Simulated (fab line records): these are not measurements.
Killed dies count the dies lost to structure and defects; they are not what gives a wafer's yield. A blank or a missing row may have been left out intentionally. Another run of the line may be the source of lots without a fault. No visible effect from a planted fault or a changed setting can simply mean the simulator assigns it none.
Which tool is to blame?    flow nand-harc    Sampling: 19 lots, 57 wafers, 5 of 1302 route steps

## WHAT THE GAUGES SHOWED, per wafer
NHARC_A_CONTACT_OVL_MEAS_09. Usual: overlay-x-nm -0.4 nm, standard deviation 0.76; overlay-y-nm -0.1 nm, standard deviation 1.
lot   measured      on          overlay-x-nm (nm)  overlay-y-nm (nm)  flag
L076  day 22 17:17  overlay-01  -0.2 -0.5 -0.3     0.4 0.5 0.8        
L075  day 22 19:55  overlay-02  -0.5 -1.1 -1.3     -1.2 -0.6 -0.7     
L078  day 23 05:33  overlay-02  -1.8 -1.9 -1.8     1.6 1.0 1.2        
L077  day 23 12:43  overlay-02  -0.5 -0.1 -0.5     -0.6 -0.4 -0.4     
L079  day 23 14:22  overlay-02  0.0 0.1 -0.5       -0.3 -0.1 0.2      
L081  day 24 03:14  overlay-02  -0.8 -0.3 -0.5     0.4 0.6 0.7        
L080  day 24 08:53  overlay-02  -0.1 0.2 0.0       -0.9 -0.9 -0.6     
L083  day 25 07:30  overlay-01  -0.4 -0.5 0.2      0.8 0.7 1.0        
L082  day 25 12:28  overlay-01  -1.2 -0.9 -0.7     0.6 0.8 0.3        
L085  day 26 06:01  overlay-02  0.1 -0.5 -0.6      0.7 0.2 0.7        
L084  day 26 06:23  overlay-02  -2.0 -1.6 -2.2     1.5 1.2 0.8        
L087  day 27 12:15  overlay-02  0.3 -0.8 -0.2      -1.3 -1.6 -1.0     
L088  day 28 06:19  overlay-02  -1.5 -1.1 -0.9     -1.7 -1.9 -1.9     
L091  day 28 10:04  overlay-01  -0.4 -0.2 -0.2     -0.7 -1.0 -0.7     
L090  day 28 11:47  overlay-02  -0.1 -0.7 -1.5     1.3 1.2 1.3        
L089  day 28 15:28  overlay-01  0.1 0.1 1.0        0.9 0.7 1.0        
L095  day 30 10:59  overlay-01  -0.9 -1.1 -0.9     -0.2 -0.5 -0.6     
L094  day 30 16:07  overlay-02  -0.2 -0.5 -0.3     -1.3 -1.3 -1.3     
L096  day 31 04:52  overlay-01  0.8 0.2 -0.1       -1.8 -2.2 -2.0     

NHARC_A_CONTACT_CD_MEAS_15. Usual: cd-nm at 189.8 nm, with a standard deviation of 0.64.
lot   measured      on         cd-nm (nm)         flag
L076  day 22 20:38  cd-sem-01  190.0 190.4 189.5  
L075  day 22 23:13  cd-sem-02  189.7 189.7 189.6  
L078  day 23 08:50  cd-sem-01  189.6 190.1 189.9  
L077  day 23 16:01  cd-sem-01  189.5 189.6 189.9  
L079  day 23 17:39  cd-sem-03  190.1 189.7 190.0  
L081  day 24 06:32  cd-sem-02  188.1 188.9 188.1  
L080  day 24 12:11  cd-sem-02  188.4 188.3 188.8  
L083  day 25 11:08  cd-sem-02  189.1 189.2 189.9  
L082  day 25 17:20  cd-sem-03  190.6 190.1 189.8  
L085  day 26 09:58  cd-sem-03  190.9 190.1 190.2  
L084  day 26 09:46  cd-sem-03  190.3 190.9 189.7  
L087  day 27 16:07  cd-sem-02  189.8 189.4 189.1  
L088  day 28 09:37  cd-sem-02  190.1 190.4 190.0  
L091  day 28 13:20  cd-sem-01  190.7 191.2 191.1  
L090  day 28 15:05  cd-sem-03  190.5 191.6 190.6  
L089  day 28 18:44  cd-sem-02  189.3 189.2 189.6  
L095  day 30 14:17  cd-sem-03  190.0 190.3 190.6  
L094  day 30 19:26  cd-sem-03  189.8 189.5 189.4  
L096  day 31 08:09  cd-sem-01  189.6 188.8 189.7  

## WHAT TOOL EACH LOT RAN ON (gives the tool, then ch and the chambers of the sampled wafers, and finally the start)
lot   NHARC_A_CONTACT_ETCH_89                        NHARC_A_CONTACT_ETCH_31                        NHARC_A_CONTACT_ETCH_92
L076  rie-diel-05 ch 0,1, day 22 20:23 or earlier    rie-diel-05 ch 1,2, day 22 20:23 or earlier    rie-diel-05 ch 0,1,3, day 22 20:23
L075  rie-diel-08 ch 0,1,2, day 22 22:59 or earlier  rie-diel-08 ch 1,2,3, day 22 22:59 or earlier  rie-diel-01 ch 0,3, day 22 22:59
L078  rie-diel-01 ch 1,2, day 23 08:38 or earlier    rie-diel-01 ch 0,1,2, day 23 08:38 or earlier  rie-diel-01 ch 0,1,2, day 23 08:38
L077  rie-diel-05 ch 0,3, day 23 15:50 or earlier    rie-diel-05 ch 1,2,3, day 23 15:50 or earlier  rie-diel-05 ch 0,1,2, day 23 15:50
L079  rie-diel-08 ch 2,3, day 23 17:27 or earlier    rie-diel-08 ch 1,3, day 23 17:27 or earlier    rie-diel-05 ch 0,1,2, day 23 17:27
L081  rie-diel-05 ch 0,1,2, day 24 06:19 or earlier  rie-diel-05 ch 1,2,3, day 24 06:19 or earlier  rie-diel-05 ch 2,3, day 24 06:19
L080  rie-diel-05 ch 0,1,2, day 24 11:59 or earlier  rie-diel-05 ch 0,1, day 24 11:59 or earlier    rie-diel-05 ch 1,2,3, day 24 11:59
L083  rie-diel-05 ch 0,1,3, day 25 08:32 or earlier  rie-diel-01 ch 1,2,3, day 25 08:32             rie-diel-01 ch 1,2,3, day 25 10:55
L082  rie-diel-01 ch 0,1,2, day 25 17:01 or earlier  rie-diel-01 ch 0,1, day 25 17:01 or earlier    rie-diel-08 ch 1,2,3, day 25 17:01
L085  rie-diel-05 ch 2,3, day 26 09:45 or earlier    rie-diel-05 ch 0,2,3, day 26 09:45 or earlier  rie-diel-05 ch 0,3, day 26 09:45
L084  rie-diel-01 ch 0,1,3, day 26 09:32 or earlier  rie-diel-01 ch 0,1, day 26 09:32 or earlier    rie-diel-01 ch 1,2,3, day 26 09:32
L087  rie-diel-05 ch 1,2,3, day 27 15:56 or earlier  rie-diel-05 ch 1,2,3, day 27 15:56 or earlier  rie-diel-08 ch 0,1,3, day 27 15:56
L088  rie-diel-08 ch 0,1,2, day 28 09:25 or earlier  rie-diel-08 ch 0,2,3, day 28 09:25 or earlier  rie-diel-01 ch 2,3, day 28 09:25
L091  rie-diel-05 ch 1,2,3, day 28 13:07 or earlier  rie-diel-05 ch 0,1, day 28 13:07 or earlier    rie-diel-08 ch 0,1,3, day 28 13:07
L090  rie-diel-05 ch 0,2,3, day 28 14:53 or earlier  rie-diel-05 ch 0,1, day 28 14:53 or earlier    rie-diel-08 ch 1,2,3, day 28 14:53
L089  rie-diel-08 ch 0,3, day 28 18:31 or earlier    rie-diel-08 ch 1,2, day 28 18:31 or earlier    rie-diel-05 ch 1,2, day 28 18:31
L095  rie-diel-01 ch 1,3, day 30 14:05 or earlier    rie-diel-01 ch 0,1,2, day 30 14:05 or earlier  rie-diel-08 ch 0,1,3, day 30 14:05
L094  rie-diel-01 ch 0,2,3, day 30 19:13 or earlier  rie-diel-01 ch 1,2,3, day 30 19:13 or earlier  rie-diel-08 ch 1,2, day 30 19:13
L096  rie-diel-05 ch 0,1,2, day 31 07:56 or earlier  rie-diel-05 ch 0,2,3, day 31 07:56 or earlier  rie-diel-05 ch 0,2,3, day 31 07:56
- NHARC_A_CONTACT_ETCH_89: etches the open film in N2/H2, target depth 260 nm, time 475.3 s.
- NHARC_A_CONTACT_ETCH_31: etches the open film in O2/COS, target depth 2800 nm, time 728 s.
- NHARC_A_CONTACT_ETCH_92: etches the open film in CH3F/O2, target depth 40 nm, time 85.7 s.

## AS READ BY THE TOOLS THEMSELVES (means over the sampled wafers that have a number; for cases with no such wafer, the mark the record gives instead)
NHARC_A_CONTACT_ETCH_89. Usual: value, then standard deviation, for each; bias-w 150.1 W / 0.44; chamber-pressure-mTorr 29.999 mTorr / 0.03; drypump-motor-current-A 5.70 A / 0.22; oes-product-au 1.001 a.u. / 0.011; rf-vpp-V 430 V / 3; showerhead-plenum-p-Torr 2.01 Torr / 0.11; throttle-valve-pct 14.172 % / 0.0098.
lot   tool         bias-w (W)  chamber-pressure-mTorr (mTorr)  drypump-motor-current-A (A)  oes-product-au (a.u.)  rf-vpp-V (V)  showerhead-plenum-p-Torr (Torr)  throttle-valve-pct (%)  flag
L076  rie-diel-05  149.7       30.012                          5.48                         0.995                  431           2.06                             14.170                  
L075  rie-diel-08  150.0       29.968                          5.70                         1.000                  429           1.99                             14.184                  
L078  rie-diel-01  149.9       30.029                          6.11                         1.012                  429           1.97                             14.167                  
L077  rie-diel-05  150.4       29.998                          5.57                         1.002                  430           1.99                             14.177                  
L079  rie-diel-08  149.9       29.982                          5.89                         1.007                  427           1.94                             14.177                  
L081  rie-diel-05  150.6       29.999                          5.55                         0.997                  429           2.01                             14.168                  
L080  rie-diel-05  149.8       29.994                          5.55                         1.001                  430           2.01                             14.173                  
L083  rie-diel-05  150.0       30.004                          5.53                         0.998                  429           2.02                             14.177                  
L082  rie-diel-01  150.0       30.012                          5.90                         1.003                  428           1.96                             14.177                  
L085  rie-diel-05  150.4       29.997                          5.69                         1.010                  430           2.01                             14.173                  
L084  rie-diel-01  150.0       29.988                          5.75                         1.000                  428           1.96                             14.180                  
L087  rie-diel-05  150.4       29.982                          5.59                         1.021                  432           2.08                             14.173                  
L088  rie-diel-08  150.0       29.998                          5.70                         1.002                  432           2.09                             14.171                  
L091  rie-diel-05  150.1       29.997                          5.60                         1.009                  431           2.07                             14.170                  
L090  rie-diel-05  150.0       29.982                          5.62                         1.003                  431           2.05                             14.172                  
L089  rie-diel-08  150.2       29.984                          5.87                         0.998                  430           2.04                             14.166                  
L095  rie-diel-01  150.4       30.019                          5.94                         0.998                  428           1.95                             14.162                  
L094  rie-diel-01  149.8       29.948                          5.72                         0.992                  429           1.93                             14.179                  
L096  rie-diel-05  150.2       30.011                          5.55                         0.995                  433           2.11                             14.169                  

NHARC_A_CONTACT_ETCH_31. Usual: value, then standard deviation, for each; bias-w 300.0 W / 0.89; chamber-pressure-mTorr 19.999 mTorr / 0.019; drypump-motor-current-A 5.72 A / 0.22; oes-product-au 0.999 a.u. / 0.01; rf-vpp-V 313.2 V / 2.2; showerhead-plenum-p-Torr 3.06 Torr / 0.14; throttle-valve-pct 28.330 % / 0.01.
lot   tool         bias-w (W)  chamber-pressure-mTorr (mTorr)  drypump-motor-current-A (A)  oes-product-au (a.u.)  rf-vpp-V (V)  showerhead-plenum-p-Torr (Torr)  throttle-valve-pct (%)  flag
L076  rie-diel-05  299.7       19.991                          5.64                         0.998                  313.2         3.00                             28.328                  
L075  rie-diel-08  299.5       20.005                          5.77                         1.001                  313.8         3.10                             28.331                  
L078  rie-diel-01  299.4       20.024                          5.90                         1.007                  312.3         3.02                             28.333                  
L077  rie-diel-05  299.3       20.012                          5.60                         0.994                  312.8         3.02                             28.326                  
L079  rie-diel-08  300.3       20.004                          5.81                         1.009                  314.0         3.12                             28.336                  
L081  rie-diel-05  300.1       20.003                          5.62                         0.994                  312.9         3.02                             28.321                  
L080  rie-diel-05  299.7       20.000                          5.48                         0.987                  315.1         3.15                             28.326                  
L083  rie-diel-01  300.0       19.991                          5.96                         0.993                  313.2         2.99                             28.325                  
L082  rie-diel-01  300.0       20.005                          5.90                         1.001                  313.0         3.03                             28.325                  
L085  rie-diel-05  299.6       19.979                          5.61                         0.999                  314.8         3.14                             28.332                  
L084  rie-diel-01  301.0       20.006                          5.70                         0.998                  312.8         3.02                             28.336                  
L087  rie-diel-05  299.8       19.989                          5.60                         1.003                  314.4         3.18                             28.324                  
L088  rie-diel-08  299.9       19.996                          5.85                         0.994                  314.1         3.10                             28.335                  
L091  rie-diel-05  299.1       20.012                          5.47                         0.995                  314.0         3.14                             28.340                  
L090  rie-diel-05  299.7       20.004                          5.49                         1.002                  314.1         3.14                             28.324                  
L089  rie-diel-08  299.0       20.000                          5.72                         1.000                  313.6         3.05                             28.341                  
L095  rie-diel-01  300.6       19.988                          5.90                         0.999                  312.2         2.98                             28.329                  
L094  rie-diel-01  299.7       19.999                          5.96                         0.996                  311.9         2.97                             28.338                  
L096  rie-diel-05  300.6       19.978                          5.65                         1.007                  314.8         3.13                             28.331                  

NHARC_A_CONTACT_ETCH_92. Usual: value, then standard deviation, for each; bias-w 100.0 W / 0.32; chamber-pressure-mTorr 25.001 mTorr / 0.022; drypump-motor-current-A 5.70 A / 0.21; oes-product-au 0.933 a.u. / 0.023; rf-vpp-V 244.0 V / 2; showerhead-plenum-p-Torr 2.44 Torr / 0.13; throttle-valve-pct 20.664 % / 0.0098.
lot   tool         bias-w (W)  chamber-pressure-mTorr (mTorr)  drypump-motor-current-A (A)  oes-product-au (a.u.)  rf-vpp-V (V)  showerhead-plenum-p-Torr (Torr)  throttle-valve-pct (%)  flag
L076  rie-diel-05  100.0       24.978                          5.52                         0.921                  244.4         2.44                             20.662                  
L075  rie-diel-01  100.0       25.005                          5.58                         1.002                  243.9         2.36                             20.664                  
L078  rie-diel-01  100.0       24.993                          5.87                         0.924                  242.7         2.37                             20.671                  
L077  rie-diel-05  100.0       24.983                          5.56                         0.924                  243.4         2.42                             20.666                  
L079  rie-diel-05  99.9        24.983                          5.57                         0.922                  243.9         2.42                             20.676                  
L081  rie-diel-05  99.5        24.983                          5.69                         0.930                  241.6         2.29                             20.648                  
L080  rie-diel-05  99.7        24.997                          5.60                         0.924                  243.8         2.38                             20.663                  
L083  rie-diel-01  100.4       25.010                          5.96                         0.923                  243.0         2.36                             20.667                  
L082  rie-diel-08  100.2       25.004                          5.75                         0.925                  243.4         2.43                             20.667                  
L085  rie-diel-05  99.8        24.980                          5.55                         0.928                  243.1         2.40                             20.665                  
L084  rie-diel-01  100.0       25.012                          5.95                         0.925                  243.7         2.35                             20.654                  
L087  rie-diel-08  100.1       25.016                          5.72                         0.928                  245.6         2.54                             20.660                  
L088  rie-diel-01  100.0       24.987                          5.79                         0.916                  242.2         2.33                             20.676                  
L091  rie-diel-08  99.9        25.013                          5.72                         0.923                  245.7         2.54                             20.673                  
L090  rie-diel-08  100.1       25.005                          5.77                         0.921                  243.9         2.43                             20.661                  
L089  rie-diel-05  100.0       24.982                          5.63                         0.936                  246.8         2.61                             20.667                  
L095  rie-diel-08  99.9        24.994                          5.73                         0.921                  245.8         2.53                             20.665                  
L094  rie-diel-08  100.0       25.009                          5.75                         0.997                  242.8         2.40                             20.667                  
L096  rie-diel-05  99.8        24.990                          5.63                         0.928                  243.9         2.47                             20.665                  

## THE ANSWER, worked out from the rows above alone
Rule: take the mean of a lot's wafers that have a number; if it is more than 3 standard deviations from the usual mean, the lot is off. Also off: a lot with no number at a reading for which 4 or more lots have one. Any other lot the step has rows for is counted as sound. Order of review: gauges by route order, followed by the tools' own readings, for which a lot's mean as printed above is used. The first step at which some lot is off is used, and at that step the reading that is off furthest; a lot without a number counts as furthest.
None of the lots is off at any reading shown; this tells nothing.

## WHAT WAS PUT IN BY THE SIMULATOR
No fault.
